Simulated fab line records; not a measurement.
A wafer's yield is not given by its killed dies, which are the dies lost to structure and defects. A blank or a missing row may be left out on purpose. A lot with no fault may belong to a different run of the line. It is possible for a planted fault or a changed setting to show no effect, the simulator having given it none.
fab line records	flow n5Finfet
record lots=7	wafers=21
route steps=1938 shown HKMG_FIN@390 GATE_CUT@501 MOL_CONTACT_COAG@551 BEOL_M0_SAQP@633 BEOL_M0_CUTY@705 BEOL_M1@751
startH: hours from the record's opening day to when the first of the lot's shown wafers began	waitH: hours elapsed since this lot's preceding step	" repeats the value in the row above	L1.1+2: several wafers, shown together as one row	- no value, or no start was given	* or withheld: withheld	< > ~ a bound
route shown NAME@n: NAME is a module with steps in the file, n the number in the route of the first one	usual: average and standard deviation across the fault-free wafers	same: alike in all rows	chamber/n: place in a boat	sites: per-site readings	_std_site: their standard deviation	_edge_site: inner sites' mean taken away from outer sites' mean	radiusMm: how far each site lies from the wafer's centre	mask NAME#n: copy n	behind: tool/chamber where the wafer was last shaped	hold: the reason the lot was held/the length of the hold in hours/how it ended	device: the transistor (n, p or np) that didn't switch	end of line: at the end of the route, the tests of the same wafers	for a step that has no rows: nothing shown but its recipe	killed: count of dies lost to structure and defects at first sort (not the wafer's yield)	map: a wafer's dies, marking killed ones x, the rest . and places with no die _
set.NAME: the setting the step ran with; set.NAME@STEP: the setting that earlier step ran with	model.NAME: the simulator's own value behind a step, which no gauge read
one table per step and one row per wafer, for lots whose settings were changed on purpose
## steps
# step N5_HKMG_FIN_COAT_41
# recipe resist=SOC	tempC=250	timeS=60	spinRpm=1500	resistThkNm=300
lot.wafer	tool	chamber	startH	waitH	set.spinRpm	model.SOC_of_HKMG_FIN_COAT_41.thkNm
L083.1	lithoTrack-01	0	125.82	-	1500	300.8
L083.2	"	0	"	"	1500	300.6
L083.6	"	0	"	"	1596	292.6
L084.1	lithoTrack-03	0	135.51	-	1442	305.2
L084.5	"	0	"	"	1500	300
L084.6	"	0	"	"	1500	299.6
L085.1	lithoTrack-01	0	140.34	-	1551	294.2
L085.2	"	0	"	"	1500	300
L085.4	"	0	"	"	1551	294.6
L089.3	lithoTrack-03	0	163.67	-	1500	300.4
L089.4	"	0	"	"	1500	300
L089.6	"	0	"	"	1500	300.6
L090.2	lithoTrack-01	0	167.68	-	1351	316.2
L090.4	"	0	"	"	1500	300
L090.5	"	0	"	"	1500	300.4
L092.1	lithoTrack-03	0	180.51	-	1652	285.6
L092.3	"	0	"	"	1500	300.2
L092.5	"	0	"	"	1500	299.4
L095.2	lithoTrack-03	0	198.31	-	1633	286.6
L095.5	"	0	"	"	1500	298.8
L095.6	"	0	"	"	1633	287
# step N5_HKMG_FIN_COAT_42
# recipe resist=SiARC	tempC=220	timeS=60	spinRpm=1500	resistThkNm=35
# step N5_HKMG_FIN_COAT_43
# recipe resist=CAR-ArF	spinRpm=1500	resistThkNm=90
# step N5_HKMG_FIN_WET_ETCH_82
# recipe chemistry=dHCl	mix=1:10000	tempC=25	target=La2O3	stopOn=HfO2	targetDepthNm=2	dry=ipaMarangoni	rinseTimeS=30	rinseTempC=23
# step N5_HKMG_FIN_ALD_36
# recipe material=TiN	targetThkA=10	tempC=400	aldPrecursorFamily=TiCl4	aldCoReactant=NH3	pulseTimeS=1	purgeTimeS=3	coReactantPurgeTimeS=2	coReactantPulseTimeS=2	aldCycles=47	pressureTorr=3
# step N5_HKMG_FIN_THK_MEAS_70
# recipe thkMeasGauge=xrf	reads=HfO2_of_HKMG_FIN_HK_ALD_01
# usual HK_THK=1.589/0.02
lot.wafer	tool	chamber	startH	waitH	set.aldCycles@HKMG_FIN_HK_ALD_01	HK_THK[nm]
L083.1	filmMetro-02	-	129.19	0.2	30	1.567
L083.2	"	-	"	"	30	1.569
L083.6	"	-	"	"	27	1.404
L084.1	filmMetro-01	-	138.49	0.2	30	1.597
L084.5	"	-	"	"	30	1.594
L084.6	"	-	"	"	30	1.592
L085.1	filmMetro-02	-	143.24	0.2	26	1.387
L085.2	"	-	"	"	30	1.590
L085.4	"	-	"	"	30	1.577
L089.3	filmMetro-02	-	166.61	0.2	30	1.636
L089.4	"	-	"	"	30	1.581
L089.6	"	-	"	"	30	1.564
L090.2	filmMetro-01	-	170.82	0.2	27	1.447
L090.4	"	-	"	"	30	1.614
L090.5	"	-	"	"	30	1.592
L092.1	filmMetro-01	-	184.34	0.2	30	1.599
L092.3	"	-	"	"	34	1.793
L092.5	"	-	"	"	30	1.599
L095.2	filmMetro-02	-	201.35	0.2	30	1.575
L095.5	"	-	"	"	30	1.597
L095.6	"	-	"	"	30	1.591
# step N5_GATE_CUT_CUT_ETCH_54
# recipe chemistry=Cl2/BCl3	target=TiN	maskMaterial=SiO2	targetDepthA=967	pressureMtorr=10	icpW=1000	biasW=126	Cl2_flow_sccm=53.25	bcl3FlowSccm=21.75	Ar_flow_sccm=25	ends=cleared
# usual etchRfOnTimeS=36.7/0.61
lot.wafer	tool	chamber	startH	waitH	set.icpW	etchRfOnTimeS
L083.1	rieMetal-02	0	139.04	0.0	829.3	43.0
L083.2	"	1	"	"	829.3	43.1
L083.6	"	1	"	"	1000	36.5
L084.1	rieMetal-03	1	148.30	0.0	918.4	41.0
L084.5	"	1	"	"	1000	38.0
L084.6	"	0	"	"	918.4	39.3
L085.1	rieMetal-01	0	155.21	0.0	1114	33.2
L085.2	"	1	"	"	1000	37.1
L085.4	"	1	"	"	1000	37.2
L089.3	rieMetal-03	1	176.11	0.0	1000	37.8
L089.4	"	0	"	"	1000	36.5
L089.6	"	1	"	"	1000	38.3
L090.2	rieMetal-02	1	180.69	0.0	1000	36.1
L090.4	"	0	"	"	1000	35.9
L090.5	"	1	"	"	1000	36.3
L092.1	rieMetal-02	1	194.43	0.0	1000	36.4
L092.3	"	0	"	"	1139	32.2
L092.5	"	0	"	"	1000	36.2
L095.2	rieMetal-03	1	211.09	0.0	1133	34.2
L095.5	"	0	"	"	1133	32.9
L095.6	"	1	"	"	1000	38.2
# step N5_GATE_CUT_ALD_22
# recipe material=SiNx	targetThkA=160	tempC=400	aldPrecursorFamily=SiH2I2	aldCoReactant=N2/H2-plasma	pulseTimeS=1	aldCycles=320	purgeTimeS=2	coReactantPurgeTimeS=2	pressureTorr=2
lot.wafer	tool	chamber	startH	waitH	set.aldCycles	model.SiNx_of_GATE_CUT_ALD_22.thkNm
L083.1	aldSin-03	1	139.43	0.0	320	16.2
L083.2	"	2	"	"	304	15.4
L083.6	"	1	"	"	320	16
L084.1	aldSin-02	1	149.27	0.4	271	13.6
L084.5	"	3	"	"	271	13.4
L084.6	"	0	"	"	320	15.8
L085.1+2	aldSin-02	0,2	156.14	0.6	320	16
L085.4	"	0	"	"	320	15.8
L089.3+4+6	aldSin-01	0,3,0	176.48	0.0	320	16
L090.2+5	aldSin-03	1,2	181.08	0.0	337	16.8
L090.4	"	0	"	"	320	16
L092.1+3	aldSin-02	2,0	194.81	0.0	344	17.2
L092.5	"	1	"	"	320	16
L095.2	aldSin-03	3	211.49	0.0	320	16.2
L095.5+6	"	0,3	"	"	320	16
# step N5_MOL_CONTACT_COAG_SPUTTER_130
# recipe material=Co	targetThkA=475	tempC=25	chamberPressurePa=0.5	powerW=3000
lot.wafer	tool	chamber	startH	waitH	set.powerW	model.Co_of_MOL_CONTACT_COAG_SPUTTER_130.thkNm
L083.1	pvdSputter-02	-	146.01	0.0	3415	54.2
L083.2	"	-	"	"	3000	47.6
L083.6	"	-	"	"	3415	54
L084.1	pvdSputter-02	-	156.47	0.0	3000	47.4
L084.5	"	-	"	"	3000	47.2
L084.6	"	-	"	"	3000	47.6
L085.1	pvdSputter-02	-	163.10	0.0	3216	51
L085.2	"	-	"	"	3216	51.2
L085.4	"	-	"	"	3000	48
L089.3	pvdSputter-01	-	184.45	0.0	3000	48.4
L089.4+6	"	-	"	"	3000	48.6
L090.2	pvdSputter-02	-	191.90	0.0	3000	47.8
L090.4	"	-	"	"	3273	52
L090.5	"	-	"	"	3000	47.4
L092.1	pvdSputter-02	-	203.89	0.0	3516	56.6
L092.3	"	-	"	"	3516	56.4
L092.5	"	-	"	"	3000	48.2
L095.2+5	pvdSputter-02	-	221.36	0.0	3000	47.6
L095.6	"	-	"	"	3000	47.8
# step N5_BEOL_M0_SAQP_ILD_DEP_01
# recipe material=SiOC	targetThkA=454.19	tempC=350	precursor=DEMS/O2	pressureTorr=5	rfW=500	timeS=8.7
lot.wafer	tool	chamber	startH	waitH	set.timeS	model.SiOC_of_BEOL_M0_SAQP_ILD_DEP_01.thkNm
L083.1	pecvd-01	0	160.03	0.0	9.485	49
L083.2	"	1	"	"	8.7	45.4
L083.6	"	0	"	"	8.7	46
L084.1	pecvd-01	1	168.42	0.0	8.7	46.2
L084.5	"	0	"	"	8.7	46
L084.6	"	2	"	"	8.7	46.6
L085.1	pecvd-03	0	175.14	0.0	8.026	41.4
L085.2	"	1	"	"	8.7	44.6
L085.4	"	2	"	"	8.026	41.6
L089.3	pecvd-02	1	198.28	0.0	8.7	44.8
L089.4	"	2	"	"	8.7	45.6
L089.6	"	1	"	"	8.7	45.4
L090.2	pecvd-03	0	202.83	0.0	9.079	46.8
L090.4+5	"	2,1	"	"	8.7	45.8
L092.1	pecvd-01	2	216.02	0.0	8.7	45.4
L092.3	"	0	"	"	8.7	45
L092.5	"	1	"	"	8.7	46
L095.2	pecvd-02	0	231.61	0.0	8.7	45.4
L095.5	"	0	"	"	8.7	45.6
L095.6	"	1	"	"	8.7	46
# step N5_BEOL_M0_SAQP_COAT_08
# recipe resist=CAR-ArF	spinRpm=1500	resistThkNm=90
lot.wafer	tool	chamber	startH	waitH	set.spinRpm	model.CAR-ArF_of_BEOL_M0_SAQP_COAT_08.thkNm
L083.1	lithoTrack-01	0	-	-	1570	88.4
L083.2	"	0	"	"	1570	88.2
L083.6	"	0	"	"	1500	90.4
L084.1	lithoTrack-01	0	-	-	1500	90
L084.5	"	0	"	"	1500	90.4
L084.6	"	0	"	"	1500	90.2
L085.1+2	lithoTrack-01	0	-	-	1600	87
L085.4	"	0	"	"	1500	90.4
L089.3	lithoTrack-04	0	-	-	1500	90.2
L089.4	"	0	"	"	1500	90
L089.6	"	0	"	"	1500	90.4
L090.2+5	lithoTrack-04	0	-	-	1500	90.2
L090.4	"	0	"	"	1500	90
L092.1	lithoTrack-05	0	-	-	1647	86.4
L092.3+5	"	0	"	"	1647	86.2
L095.2	lithoTrack-05	0	-	-	1614	86.6
L095.5	"	0	"	"	1614	86.8
L095.6	"	0	"	"	1500	90
# step N5_BEOL_M0_SAQP_EBR_10
# recipe solvent=PGMEA	ebrWidthMm=1.5
# step N5_BEOL_M0_SAQP_SOFTBAKE_09
# recipe tempC=110	timeS=60	resist=CAR-ArF
# step N5_BEOL_M0_SAQP_EXPOSE_11
# recipe maskId=M0_CORE	na=1.35	sourceShape=dipole	sigmaInner=0.538	sigmaOuter=0.738	polarization=te	targetCdNm=42	doseMj=55
# step N5_BEOL_M0_SAQP_PEB_12
# recipe pebTempC=withheld	pebTimeS=60	resist=CAR-ArF
# step N5_BEOL_M0_SAQP_DEVELOP_13
# recipe developTimeS=30	developer=TMAH	resist=CAR-ArF	devTempC=23	rinseLiquid=diw	dry=airSpin
lot.wafer	tool	chamber	startH	waitH	set.spinRpm@BEOL_M0_SAQP_COAT_08	model.CAR-ArF_of_BEOL_M0_SAQP_COAT_08.thkNm
L083.1	lithoTrack-01	0	-	-	1570	86.6
L083.2	"	0	"	"	1570	86.4
L083.6	"	0	"	"	1500	88.6
L084.1+6	lithoTrack-04	0	-	-	1500	88.4
L084.5	"	0	"	"	1500	88.6
L085.1	lithoTrack-04	0	-	-	1600	85.4
L085.2	"	0	"	"	1600	85.2
L085.4	"	0	"	"	1500	88.6
L089.3+6	lithoTrack-01	0	-	-	1500	88.6
L089.4	"	0	"	"	1500	88.4
L090.2+5	lithoTrack-04	0	-	-	1500	88.4
L090.4	"	0	"	"	1500	88.2
L092.1+3	lithoTrack-04	0	-	-	1647	84.6
L092.5	"	0	"	"	1647	84.4
L095.2+5	lithoTrack-05	0	-	-	1614	85
L095.6	"	0	"	"	1500	88.4
# step N5_BEOL_M0_SAQP_DESCUM_19
# recipe chemistry=O2	timeS=7.9	sourcePowerW=50	biasPowerW=20	pressureMtorr=20	rfFrequencyHz=2.712e+07	tempC=40	resist=CAR-ArF	o2FlowSccm=225
# step N5_BEOL_M0_SAQP_ETCH_83
# recipe chemistry=CF4	target=SiARC	targetDepthA=390	maskMaterial=CAR-ArF	timeS=65	ionEnergyEv=80	pressureMtorr=40	sourceW=545	biasW=36	Ar_flow_sccm=100	cf4FlowSccm=100	ends=cleared
lot.wafer	tool	chamber	startH	waitH	set.spinRpm@BEOL_M0_SAQP_COAT_08	model.CAR-ArF_of_BEOL_M0_SAQP_COAT_08.thkNm
L083.1	rieDiel-02	3	161.32	0.0	1570	54
L083.2	"	1	"	"	1570	53.6
L083.6	"	3	"	"	1500	55.8
L084.1	rieDiel-02	1	171.34	0.0	1500	55.6
L084.5+6	"	0,3	"	"	1500	55.8
L085.1	rieDiel-03	3	176.03	0.0	1600	52.4
L085.2	"	2	"	"	1600	52.6
L085.4	"	0	"	"	1500	56
L089.3+6	rieDiel-03	0,1	199.92	0.0	1500	55.8
L089.4	"	3	"	"	1500	55.6
L090.2	rieDiel-02	1	204.85	0.0	1500	55.8
L090.4+5	"	3,2	"	"	1500	55.6
L092.1	rieDiel-04	1	217.75	0.0	1647	51.8
L092.3+5	"	3,0	"	"	1647	51.6
L095.2	rieDiel-04	3	232.77	0.0	1614	52
L095.5	"	2	"	"	1614	52.2
L095.6	"	1	"	"	1500	55.6
# step N5_BEOL_M0_SAQP_ETCH_88
# recipe chemistry=N2/H2	target=underlayer	targetDepthA=65	timeS=5.2	ionEnergyEv=200	maskMaterial=CAR-EUV	pressureMtorr=30	sourceW=840	biasW=150	n2FlowSccm=200	h2FlowSccm=200	ends=cleared
# usual etchRfOnTimeS=5.20/0.1	rfVppV=522.8/2.8
lot.wafer	tool	chamber	startH	waitH	set.sourceW	etchRfOnTimeS	rfVppV
L083.1	rieDiel-02	1	167.28	0.0	840	5.20	515.6
L083.2	"	0	"	"	725.6	6.15	549.9
L083.6	"	0	"	"	840	5.41	525.2
L084.1	rieDiel-04	2	175.85	0.0	840	5.29	522.0
L084.5	"	3	"	"	840	5.18	523.4
L084.6	"	2	"	"	840	5.28	522.1
L085.1	rieDiel-03	0	182.31	0.0	710.5	6.02	549.7
L085.2	"	2	"	"	710.5	6.00	549.9
L085.4	"	0	"	"	710.5	5.98	551.7
L089.3	rieDiel-02	3	204.29	0.0	840	5.09	525.7
L089.4	"	0	"	"	840	5.29	522.0
L089.6	"	0	"	"	840	5.26	524.0
L090.2	rieDiel-03	2	209.91	0.0	840	5.21	522.2
L090.4	"	0	"	"	840	5.24	519.9
L090.5	"	2	"	"	840	5.18	521.3
L092.1	rieDiel-02	3	221.98	0.0	840	5.18	525.4
L092.3	"	2	"	"	840	5.04	524.3
L092.5	"	1	"	"	840	5.09	516.8
L095.2	rieDiel-02	0	237.16	0.0	790.5	5.64	533.8
L095.5	"	0	"	"	840	5.29	520.5
L095.6	"	1	"	"	790.5	5.33	530.2
# step N5_BEOL_M0_CUTY_EXPOSE_54
# recipe maskId=M0_ABLK	na=1.35	sourceShape=conventional	sigmaOuter=0.8	polarization=unpolarized	doseMj=36
lot.wafer	tool	chamber	startH	waitH	mask	set.doseMj
L083.1+2+6	arfiScanner-03	0	168.43	-	M0_ABLK#0	36
L084.1	arfiScanner-03	0	176.87	-	M0_ABLK#0	33.45
L084.5+6	"	0	"	"	M0_ABLK#0	36
L085.1+2	arfiScanner-01	0	183.46	-	M0_ABLK#0	36
L085.4	"	0	"	"	M0_ABLK#0	37.96
L089.3+4+6	arfiScanner-02	0	205.45	-	M0_ABLK#0	36
L090.2+4	arfiScanner-03	0	211.06	-	M0_ABLK#0	36
L090.5	"	0	"	"	M0_ABLK#0	35.32
L092.1+3+5	arfiScanner-02	0	223.23	-	M0_ABLK#0	36
L095.2+6	arfiScanner-01	0	238.31	-	M0_ABLK#0	36
L095.5	"	0	"	"	M0_ABLK#0	34.25
# step N5_BEOL_M0_CUTY_PEB_55
# recipe pebTempC=110	pebTimeS=60	resist=CAR-ArF-block
# step N5_BEOL_M0_CUTY_DEVELOP_56
# recipe developTimeS=30	developer=TMAH	resist=CAR-ArF-block	rinseLiquid=diw	dry=airSpin	devTempC=23
# step N5_BEOL_M0_CUTY_CD_MEAS_57
# recipe targetCdNm=200	landingEnergyEv=500	detector=seInlens	polarity=line
# usual cdNm=200.1/0.87
lot.wafer	tool	chamber	startH	waitH	set.doseMj@BEOL_M0_CUTY_EXPOSE_54	cdNm
L083.1	cdSem-02	0	168.55	-	36	201.6
L083.2	"	0	"	"	36	200.6
L083.6	"	0	"	"	36	201.0
L084.1	cdSem-03	0	176.99	-	33.45	204.4
L084.5	"	0	"	"	36	199.7
L084.6	"	0	"	"	36	201.2
L085.1	cdSem-03	0	183.58	-	36	200.9
L085.2	"	0	"	"	36	201.2
L085.4	"	0	"	"	37.96	197.4
L089.3	cdSem-01	0	205.56	-	36	200.6
L089.4	"	0	"	"	36	199.7
L089.6	"	0	"	"	36	199.9
L090.2	cdSem-03	0	211.18	-	36	201.1
L090.4	"	0	"	"	36	201.6
L090.5	"	0	"	"	35.32	202.6
L092.1	cdSem-01	0	223.35	-	36	199.5
L092.3	"	0	"	"	36	199.5
L092.5	"	0	"	"	36	199.5
L095.2	cdSem-03	0	238.43	-	36	199.6
L095.5	"	0	"	"	34.25	203.4
L095.6	"	0	"	"	36	199.2
# step N5_BEOL_M0_CUTY_DESCUM_61
# recipe chemistry=O2	timeS=7.9	sourcePowerW=50	biasPowerW=20	pressureMtorr=20	rfFrequencyHz=2.712e+07	tempC=40	resist=CAR-ArF-block	o2FlowSccm=225
# step N5_BEOL_M0_CUTY_ETCH_62
# recipe chemistry=CF4	target=SiARC	maskMaterial=CAR-ArF-block	timeS=58.5	ionEnergyEv=80	pressureMtorr=40	sourceW=545	biasW=36	Ar_flow_sccm=100	cf4FlowSccm=100	ends=cleared
# step N5_BEOL_M0_CUTY_ETCH_63
# recipe chemistry=N2/H2	target=SOC	targetDepthA=827	overetchA=165	maskMaterial=SiARC	tempC=40	ionEnergyEv=200	timeS=124	pressureMtorr=30	sourceW=840	biasW=150	n2FlowSccm=200	h2FlowSccm=200
lot.wafer	tool	chamber	startH	waitH	set.doseMj@BEOL_M0_CUTY_EXPOSE_54	model.BEOL_M0_CUTY.cdOffsetNm
L083.1+6	rieDiel-01	1,2	169.09	0.0	36	1.4
L083.2	"	3	"	"	36	1
L084.1	rieDiel-01	2	177.16	0.0	33.45	4.6
L084.5	"	0	"	"	36	0
L084.6	"	3	"	"	36	1.2
L085.1+2	rieDiel-06	3,1	183.75	0.0	36	0.8
L085.4	"	0	"	"	37.96	-2.8
L089.3	rieDiel-05	0	205.73	0.0	36	0.8
L089.4	"	1	"	"	36	-0.4
L089.6	"	2	"	"	36	0.2
L090.2	rieDiel-05	3	211.35	0.0	36	0.8
L090.4	"	1	"	"	36	1.8
L090.5	"	3	"	"	35.32	2.6
L092.1+3	rieDiel-06	1,2	223.52	0.0	36	-0.6
L092.5	"	1	"	"	36	-0.8
L095.2	rieDiel-05	3	238.66	0.0	36	-0.6
L095.5	"	2	"	"	34.25	3.2
L095.6	"	1	"	"	36	-0.4
# step N5_BEOL_M1_ILD_DEP_00
# recipe material=SiOC	targetThkA=790	tempC=350	precursor=DEMS/O2	pressureTorr=5	rfW=500	timeS=15.3
lot.wafer	tool	chamber	startH	waitH	set.timeS	model.SiOC_of_BEOL_M1_ILD_DEP_00.thkNm
L083.1	pecvd-03	1	177.09	0.0	14.64	73.6
L083.2	"	0	"	"	14.64	73.8
L083.6	"	1	"	"	15.3	77.8
L084.1	pecvd-03	1	186.22	0.0	15.3	76
L084.5	"	1	"	"	14.19	71.6
L084.6	"	0	"	"	15.3	78.6
L085.1	pecvd-01	0	189.99	0.0	15.3	78.6
L085.2	"	1	"	"	15.3	79.2
L085.4	"	0	"	"	16.56	87
L089.3	pecvd-03	1	211.53	0.0	15.3	77.2
L089.4	"	1	"	"	15.3	78
L089.6	"	2	"	"	15.3	78.8
L090.2	pecvd-01	1	219.75	0.0	15.3	79
L090.4	"	0	"	"	14.58	76.4
L090.5	"	2	"	"	14.58	77.4
L092.1	pecvd-03	2	235.75	0.0	13.61	69.6
L092.3	"	1	"	"	13.61	67.8
L092.5	"	2	"	"	15.3	78.6
L095.2	pecvd-03	2	242.67	0.0	15.3	79
L095.5	"	1	"	"	14.71	75.8
L095.6	"	2	"	"	14.71	77.2
# step N5_BEOL_M1_THK_MEAS_01
# recipe reads=SiOC_of_BEOL_M1_ILD_DEP_00
# usual M1_ILD_THK=79.0/1.1
lot.wafer	tool	chamber	startH	waitH	set.timeS@BEOL_M1_ILD_DEP_00	M1_ILD_THK[nm]
L083.1	filmMetro-02	-	177.16	0.0	14.64	73.6
L083.2	"	-	"	"	14.64	73.8
L083.6	"	-	"	"	15.3	77.7
L084.1	filmMetro-01	-	186.29	0.0	15.3	75.9
L084.5	"	-	"	"	14.19	71.6
L084.6	"	-	"	"	15.3	78.5
L085.1	filmMetro-02	-	190.06	0.0	15.3	78.6
L085.2	"	-	"	"	15.3	79.3
L085.4	"	-	"	"	16.56	87.0
L089.3	filmMetro-01	-	211.60	0.1	15.3	77.2
L089.4	"	-	"	"	15.3	77.9
L089.6	"	-	"	"	15.3	78.9
L090.2	filmMetro-01	-	219.82	0.1	15.3	78.9
L090.4	"	-	"	"	14.58	76.4
L090.5	"	-	"	"	14.58	77.3
L092.1	filmMetro-02	-	235.81	0.0	13.61	69.6
L092.3	"	-	"	"	13.61	67.8
L092.5	"	-	"	"	15.3	78.6
L095.2	filmMetro-02	-	242.74	0.1	15.3	78.9
L095.5	"	-	"	"	14.71	75.7
L095.6	"	-	"	"	14.71	77.1
## key
split step=N5_HKMG_FIN_COAT_41	setting=spinRpm	stated=1500	by=wafer
response step=N5_HKMG_FIN_COAT_41	reading=model.SOC_of_HKMG_FIN_COAT_41.thkNm	change=-1.44	per=1%	r=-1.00
split step=N5_GATE_CUT_CUT_ETCH_54	setting=icpW	stated=1000	by=wafer
response step=N5_GATE_CUT_CUT_ETCH_54	reading=etchRfOnTimeS	change=*	per=1%	r=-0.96
split step=N5_GATE_CUT_ALD_22	setting=aldCycles	stated=320	by=wafer
response step=N5_GATE_CUT_ALD_22	reading=model.SiNx_of_GATE_CUT_ALD_22.thkNm	change=+0.151	per=1%	r=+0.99
split step=N5_MOL_CONTACT_COAG_SPUTTER_130	setting=powerW	stated=3000	by=wafer
response step=N5_MOL_CONTACT_COAG_SPUTTER_130	reading=model.Co_of_MOL_CONTACT_COAG_SPUTTER_130.thkNm	change=+0.474	per=1%	r=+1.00
split step=N5_BEOL_M0_SAQP_ILD_DEP_01	setting=timeS	stated=8.7	by=wafer
response step=N5_BEOL_M0_SAQP_ILD_DEP_01	reading=model.SiOC_of_BEOL_M0_SAQP_ILD_DEP_01.thkNm	change=+0.362	per=1%	r=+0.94
split step=N5_BEOL_M0_SAQP_COAT_08	setting=spinRpm	stated=1500	by=wafer
response step=N5_BEOL_M0_SAQP_COAT_08	reading=model.CAR-ArF_of_BEOL_M0_SAQP_COAT_08.thkNm	change=-0.464	per=1%	r=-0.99
response step=N5_BEOL_M0_SAQP_DEVELOP_13	reading=model.CAR-ArF_of_BEOL_M0_SAQP_COAT_08.thkNm	change=-0.465	per=1%	r=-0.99
response step=N5_BEOL_M0_SAQP_ETCH_83	reading=model.CAR-ArF_of_BEOL_M0_SAQP_COAT_08.thkNm	change=-0.478	per=1%	r=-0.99
split step=N5_BEOL_M0_SAQP_ETCH_88	setting=sourceW	stated=840	by=wafer
response step=N5_BEOL_M0_SAQP_ETCH_88	reading=etchRfOnTimeS	change=*	per=1%	r=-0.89
response step=N5_BEOL_M0_SAQP_ETCH_88	reading=rfVppV	change=-2.13	per=1%	r=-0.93
split step=N5_BEOL_M0_CUTY_EXPOSE_54	setting=doseMj	stated=36	by=wafer
response step=N5_BEOL_M0_CUTY_CD_MEAS_57	reading=cdNm	change=-0.656	per=1%	r=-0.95
response step=N5_BEOL_M0_CUTY_ETCH_63	reading=model.BEOL_M0_CUTY.cdOffsetNm	change=-0.639	per=1%	r=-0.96
split step=N5_BEOL_M1_ILD_DEP_00	setting=timeS	stated=15.3	by=wafer
response step=N5_BEOL_M1_ILD_DEP_00	reading=model.SiOC_of_BEOL_M1_ILD_DEP_00.thkNm	change=+0.854	per=1%	r=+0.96
response step=N5_BEOL_M1_THK_MEAS_01	reading=M1_ILD_THK	change=+0.85	per=1%	r=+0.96
split outsideThisFile step=N5_HKMG_FIN_HK_ALD_01 setting=aldCycles
# split outsideThisFile: this setting was split too, and the file shows its column; the key of that split is in another file
